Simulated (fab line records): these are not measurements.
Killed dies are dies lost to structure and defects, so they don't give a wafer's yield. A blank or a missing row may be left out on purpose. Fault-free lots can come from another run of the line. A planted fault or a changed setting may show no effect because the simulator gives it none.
Chamber matching :: flow n5 finfet :: N5_BEOL_M10_CURE_71 on uv cure-03 has 3 sister chambers
The step cures SiCOH lowk, time 240 s. 3 wafers are shown with their chamber, then 8 later ones without.

== WAFERS WITH THEIR CHAMBER ==
wafer: L076.4
chamber: 1
wafer_temp_C_max: 386.4

wafer: L085.5
chamber: 0
wafer_temp_C_max: 386.0

wafer: L083.1
chamber: 2
wafer_temp_C_max: 387.5

== WAFERS WHOSE CHAMBER IS MISSING ==
wafer: L083.3
wafer_temp_C_max: 387.7

wafer: L083.5
wafer_temp_C_max: 387.7

wafer: L090.1
wafer_temp_C_max: 385.9

wafer: L090.4
wafer_temp_C_max: 386.2

wafer: L090.5
wafer_temp_C_max: 385.8

wafer: L091.3
wafer_temp_C_max: 386.8

wafer: L091.4
wafer_temp_C_max: 385.9

wafer: L091.5
wafer_temp_C_max: 386.4

== WHICH CHAMBER EACH ONE RAN IN ==
wafer: L083.3
from the rows above: 2
in truth: 2

wafer: L083.5
from the rows above: 2
in truth: 2

wafer: L090.1
from the rows above: can't be placed: 0 or 1
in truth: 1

wafer: L090.4
from the rows above: can't be placed: 0 or 1
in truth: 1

wafer: L090.5
from the rows above: can't be placed: 0 or 1
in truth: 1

wafer: L091.3
from the rows above: can't be placed: 1 or 2 or 0
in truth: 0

wafer: L091.4
from the rows above: can't be placed: 0 or 1
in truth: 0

wafer: L091.5
from the rows above: can't be placed: 1 or 0
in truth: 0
Correct placement for 2 of the 8. Not placeable from these rows: 6 (in 6, the candidates include the true chamber). 0 placed wrongly.
How it was worked out, from the rows above alone: a wafer's distance from a chamber is the root of the sum, over the readings, of the square of ((its reading less the chamber's mean) divided by the reading's scatter). The wafer belongs to the nearest chamber; if the next one is less than 2 further off, it can't be placed. Each chamber's mean is taken over the wafers shown for it. The scatter: root of mean squared gap, hidden wafer to nearest shown wafer, with one shown wafer a chamber.
